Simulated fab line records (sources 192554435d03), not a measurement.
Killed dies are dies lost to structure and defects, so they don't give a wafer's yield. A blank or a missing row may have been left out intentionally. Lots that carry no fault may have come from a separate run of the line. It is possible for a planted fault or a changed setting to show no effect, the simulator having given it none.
Split-lot study ; flow n5 finfet ; 39 wafers read from 7 lots, route of 1938 steps

ON THE SPLIT
At N5_BEOL_M13_ILD_DEP_00 (deposits SiOC from DEMS/O2, target thk 837.92 nm, time 166.4 s), the setting target thk a was moved away from the recipe's 8379.2 angstrom on 15 of the 39 wafers read, by -55.4% to +23.4%. All remaining wafers had this setting at the recipe value.

The file shows no step between the split and the reading.

THE READING
Values of M13_ILD_THK in nm from N5_BEOL_M13_THK_MEAS_01. On this fab line, fault-free wafers typically give 840 nm with a standard deviation of 11 nm.

wafer;tool, chamber at the split;target thk a as run, angstrom;against the recipe;M13_ILD_THK, nm;against lot-mates on the recipe
L074.1;pecvd-04, 1;5427;-35.2%;541;-304
L074.2;pecvd-04, 2;5427;-35.2%;536;-309
L074.3;pecvd-04, 0;5427;-35.2%;546;-299
L074.4;pecvd-04, 2;8379.2;recipe;840;-
L074.5;pecvd-04, 0;8379.2;recipe;844;-
L074.6;pecvd-04, 1;8379.2;recipe;852;-
L082.3;pecvd-02, 1;8379.2;recipe;833;-
L082.4;pecvd-02, 0;8379.2;recipe;832;-
L082.5;pecvd-02, 1;8379.2;recipe;837;-
L084.1;pecvd-02, 2;8379.2;recipe;833;-
L084.2;pecvd-02, 1;8379.2;recipe;839;-
L084.3;pecvd-02, 0;8379.2;recipe;816;-
L084.4;pecvd-02, 0;8379.2;recipe;832;-
L084.5;pecvd-02, 2;8379.2;recipe;846;-
L084.6;pecvd-02, 1;8379.2;recipe;852;-
L092.1;pecvd-03, 2;10340;+23.4%;1026;+180
L092.2;pecvd-03, 1;10340;+23.4%;1012;+166
L092.3;pecvd-03, 0;8379.2;recipe;832;-
L092.4;pecvd-03, 0;8379.2;recipe;856;-
L092.5;pecvd-03, 2;8379.2;recipe;851;-
L092.6;pecvd-03, 1;10340;+23.4%;1023;+177
L090.1;pecvd-02, 0;8379.2;recipe;829;-
L090.2;pecvd-02, 1;3734;-55.4%;372;-468
L090.3;pecvd-02, 2;3734;-55.4%;371;-469
L090.4;pecvd-02, 1;3734;-55.4%;378;-462
L090.5;pecvd-02, 2;8379.2;recipe;845;-
L090.6;pecvd-02, 0;8379.2;recipe;845;-
L096.1;pecvd-02, 1;4697;-43.9%;467;-370
L096.2;pecvd-02, 0;8379.2;recipe;829;-
L096.3;pecvd-02, 2;8379.2;recipe;836;-
L096.4;pecvd-02, 1;8379.2;recipe;845;-
L096.5;pecvd-02, 0;4697;-43.9%;468;-369
L096.6;pecvd-02, 2;4697;-43.9%;473;-364
L097.1;pecvd-02, 2;4133;-50.7%;401;-443
L097.2;pecvd-02, 0;8379.2;recipe;837;-
L097.3;pecvd-02, 1;4133;-50.7%;419;-425
L097.4;pecvd-02, 1;8379.2;recipe;845;-
L097.5;pecvd-02, 0;4133;-50.7%;422;-422
L097.6;pecvd-02, 2;8379.2;recipe;850;-

THE FIT
A straight line over all 39 wafers: M13_ILD_THK changes by +8.34 nm for each +1% of target thk a; r = +1.00; the points scatter about the line by 9.2 nm.
The same after taking each lot's own level away (the mean of its wafers on the recipe; 39 wafers): +8.33 nm for each +1%; r = +1.00; scatter 9.7 nm.
According to that fit, moving target thk a by its largest amount changes the reading by 4.6e+02 nm.
Measured against the standard deviation above, the lots' own levels, which go from 834.0 to 846.3 nm, span 1.1 times it.
The two slopes are in agreement: the lot-to-lot level therefore moves the slope only a little.
Check: with one of the wafers moved furthest among these (-55.4%) left out of the fit, the line predicts -465 nm for it against its lot-mates. Against them it came out at -468 nm.

THE WHOLE CHAIN: every reading that the file lists as answering this split, in the file's order
step;what it does;reading;change (the file's fit);r (the file's)
N5_BEOL_M13_ILD_DEP_00;deposits SiOC from DEMS/O2, target thk 837.92 nm, time 166.4 s;SiOC_of_BEOL_M13_ILD_DEP_00.thk nm (the simulator's own value, which no gauge read);+8.39 nm for each +1% of the setting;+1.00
N5_BEOL_M13_THK_MEAS_01;;M13_ILD_THK;+8.39 for each +1% of the setting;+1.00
N5_BEOL_M13_VIA_ETCH_16;etches SiOC in C4F8/O2/Ar, target depth 921.7 nm;etch.depth nm (the simulator's own value, which no gauge read);+8.39 nm for each +1% of the setting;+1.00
N5_BEOL_M13_VIA_ETCH_16;etches SiOC in C4F8/O2/Ar, target depth 921.7 nm;coat_of_BEOL_M13_COAT_04.thk nm (the simulator's own value, which no gauge read);-2.49 nm for each +1% of the setting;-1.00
N5_BEOL_M13_STRIP_63;strips in N2/H2;oes product au;not straight: 0.796 at the lowest setting, 0.672 at the recipe, 0.474 at the highest;not given
N5_BEOL_M13_STRIP_63;strips in N2/H2;strip time to endpoint s;withheld for each +1% of the setting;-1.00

FILE'S OWN FIT
M13_ILD_THK changes by +8.39 nm for each +1% of target thk a, r = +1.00.
